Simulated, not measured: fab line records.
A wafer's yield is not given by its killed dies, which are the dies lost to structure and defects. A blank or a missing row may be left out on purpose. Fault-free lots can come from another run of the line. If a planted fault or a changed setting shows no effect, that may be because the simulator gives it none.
Struck lot and sound lot, side by side | flow n5 finfet | 38 out of 1938 route steps
Sound: these wafers, L397.2, L397.3, L397.6. Struck: wafers L383.2, L383.3, L383.5. The cause is given at the end.
Order at every step that has rows: each side's tool, ch and its chambers, its first start. Under that, the readings that differ: sound wafers | struck wafers | difference of the means | sigmas: that difference in standard deviations of wafers without a fault.
alike: a reading whose means differ by less than 2 such deviations, as well as words and numbers matching on both sides. not compared: withheld readings; readings where some wafer has no value; bounds like >300 that might hide an equal value; numbers whose values overlap and for which the record gives no deviation.
The two part at a step that has a row with sigmas, a row that says differs or no value, or rows on one side only. Non-overlapping numbers with no deviation appear without sigmas and do not part them. A reading that every wafer of one side lacks parts them only if that side has two wafers or more.

first, 12 steps without rows for these wafers: N5_STI_FIN_REVEAL_PRECLEAN_25 (cleans in SPM, time 90 s); N5_STI_FIN_REVEAL_PRECLEAN_26 (cleans in SC1, time 45 s); N5_STI_FIN_REVEAL_PRECLEAN_29 (cleans in DHF, time 30 s); N5_STI_FIN_REVEAL_SRD_12 (time 30 s); N5_STI_FIN_REVEAL_RECESS_09 (chemistry HF/NH3, target SiO2, afs cycles 11, target depth 42.5 nm, sublimation time 60 s); N5_STI_FIN_REVEAL_STRIP_16 (strips SiNx in H3PO4, target depth 23.8 nm); N5_STI_FIN_REVEAL_PRECLEAN_17 (cleans in NF3:NH3, afs cycles 1, time 20 s, sublimation time 60 s); N5_STI_FIN_REVEAL_ETCH_34 (etches Si in H2, material Si, target depth 0.97 nm); N5_STI_FIN_REVEAL_OXIDATION_31 (chemistry O2 PLASMA REMOTE, time 20 s); N5_STI_FIN_REVEAL_PRECLEAN_32 (cleans in NF3:NH3, afs cycles 1, time 20 s, sublimation time 60 s); N5_STI_FIN_REVEAL_STRIP_35 (strips Si3N4 in H3PO4, target depth 4 nm, time 39 s); N5_STI_FIN_REVEAL_SRD_21 (time 30 s).
N5_STI_FIN_REVEAL_OXIDATION_33: chemistry O2 PLASMA REMOTE, time 20 s.
  sound on plasma asher-01 ch 0, day 8 00:45; struck on plasma asher-02 ch 0,1, day 4 14:06
  no value came back on the struck wafers for chamber pressure mTorr (mTorr), drypump motor current A (A), heater power w (W); on the sound wafers chamber pressure mTorr (mTorr) reads 999.7 1000.4 1000.5
  not compared: rf hours counter h
then, 2 steps without rows for these wafers: N5_STI_FIN_REVEAL_CLEAN_19 (cleans in O3/DIW, time 120 s); N5_STI_FIN_REVEAL_SRD_23 (time 30 s).
N5_STI_FIN_REVEAL_CD_MEAS_22: target cd 6.238 nm, pitch 28 nm.
  sound: cd sem-03 at day 8 00:55; struck: cd sem-01 at day 4 14:16
  reading    | sound          | struck         | difference | sigmas
  cd nm (nm) | 6.27 6.48 6.56 | 7.45 7.27 7.39 | +0.93      | +3
then, 20 steps without rows for these wafers: N5_STI_FIN_REVEAL_PRECLEAN_18 (cleans in SC2, time 45 s); N5_STI_FIN_REVEAL_SRD_28 (time 30 s); N5_DUMMY_GATE_PRECLEAN_00 (cleans in O3/DIW, time 60 s); N5_DUMMY_GATE_SRD_01 (time 30 s); N5_DUMMY_GATE_ALD_02 (deposits SiO2, target thk 2 nm, pulse time 1 s); N5_DUMMY_GATE_CVD_03 (deposits a-Si from SiH4, target thk 150 nm, time 8042 s); N5_DUMMY_GATE_PRECLEAN_46 (cleans in DIW, time 89.5 s); N5_DUMMY_GATE_SRD_47 (dry time 32 s); N5_DUMMY_GATE_CMP_04 (polishes a-Si); N5_DUMMY_GATE_HM_DEP_06 (deposits SiNx from DCS/NH3, target thk 80 nm, time 5141 s); N5_DUMMY_GATE_PECVD_30 (deposits SiO2 from TEOS/O2, target thk 55 nm, time 10.8 s); N5_DUMMY_GATE_COAT_34 (time 60 s, resist thk 60 nm); N5_DUMMY_GATE_COAT_35 (time 60 s, resist thk 10 nm); N5_DUMMY_GATE_COAT_28 (time 60 s, resist thk 10 nm); N5_DUMMY_GATE_COAT_09 (resist thk 30 nm); N5_DUMMY_GATE_EBR_11; N5_DUMMY_GATE_SOFTBAKE_10 (time 60 s); N5_DUMMY_GATE_EXPOSE_12 (exposes mask GATE, target cd 25 nm); N5_DUMMY_GATE_PEB_13 (peb time 60 s); N5_DUMMY_GATE_DEVELOP_14 (develop time 30 s).
-- record jumps: 5 days separate the struck wafers' starts on either side; left off in module DUMMY_GATE, taken up again in module BEOL_M4, whose first shown step is the route's number 1111 --
N5_BEOL_M4_RC_MEAS_101:
  sound on prober-02 ch 0, day 13 08:44; struck on prober-02 ch 0, day 9 20:08
  reading             | sound                     | struck                    | difference | sigmas
  DIBL_N (mV/V)       | 38.0 34.4 37.1            | 41.4 44.7 41.1            | +5.9       | +4
  DIBL_P (mV/V)       | 37.6 33.6 36.5            | 44.9 48.1 45.0            | +10.1      | +5
  IOFF_N (nA/um)      | 0.201 0.137 0.189         | 0.384 0.548 0.376         | +0.260     | +9
  IOFF_N_85C (nA/um)  | 3.8 2.7 3.6               | 6.5 8.5 6.3               | +3.7       | +8
  IOFF_N_LIN (nA/um)  | 0.088 0.067 0.087         | 0.187 0.234 0.182         | +0.120     | +11
  IOFF_N_LONG (nA/um) | 5.93e-05 5.9e-05 5.99e-05 | 7.21e-05 7.26e-05 7.3e-05 | +1.32e-05  | +5
  IOFF_P (nA/um)      | 0.27 0.19 0.25            | 0.39 0.49 0.39            | +0.19      | +5
  IOFF_P_85C (nA/um)  | 4.5 3.4 4.3               | 6.1 7.4 6.0               | +2.4       | +5
  IOFF_P_LIN (nA/um)  | 0.121 0.095 0.118         | 0.184 0.212 0.181         | +0.081     | +6
  ION_N (uA/um)       | 688 673 692               | 741 743 735               | +55        | +5
  ION_P (uA/um)       | 467 464 475               | 494 497 494               | +26        | +3
  REXT_N (ohm.um)     | 75.8 75.3 76.1            | 68.7 67.2 69.0            | -7.4       | -4
  SS_N (mV/dec)       | 72.2 71.1 71.8            | 72.6 74.0 72.8            | +1.4       | +2
  SS_P (mV/dec)       | 73.3 72.2 73.0            | 75.6 76.0 75.9            | +3.0       | +4
  VT_N (mV)           | 247.5 249.0 245.8         | 234.2 233.2 232.7         | -14.1      | -5
  VT_N_LONG (mV)      | 275.7 272.4 273.6         | 264.1 266.0 262.6         | -9.7       | -5
  VT_N_LVT (mV)       | 94 99 94                  | 82 79 83                  | -14        | -5
  VT_P_LVT (mV)       | -95.1 -98.7 -95.5         | -90.7 -88.0 -91.3         | +6.4       | +2
  alike: VT_P
-- record jumps: 4 days separate the struck wafers' starts on either side; left off in module BEOL_M4, taken up again in module PASSIVATION, whose first shown step is the route's number 1936 --
N5_PASSIVATION_PROBE_49:
  only the struck wafers here have rows in the record (prober-02, day 13 19:57); the sound ones have none

WHERE THEY PART
Earliest at N5_STI_FIN_REVEAL_OXIDATION_33; latest, in this record, at N5_PASSIVATION_PROBE_49.

WHY: whatever the simulator had introduced
Whole step skipped at N5_STI_FIN_REVEAL_OXIDATION_33 on plasma asher-02, starting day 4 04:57. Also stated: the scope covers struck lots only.
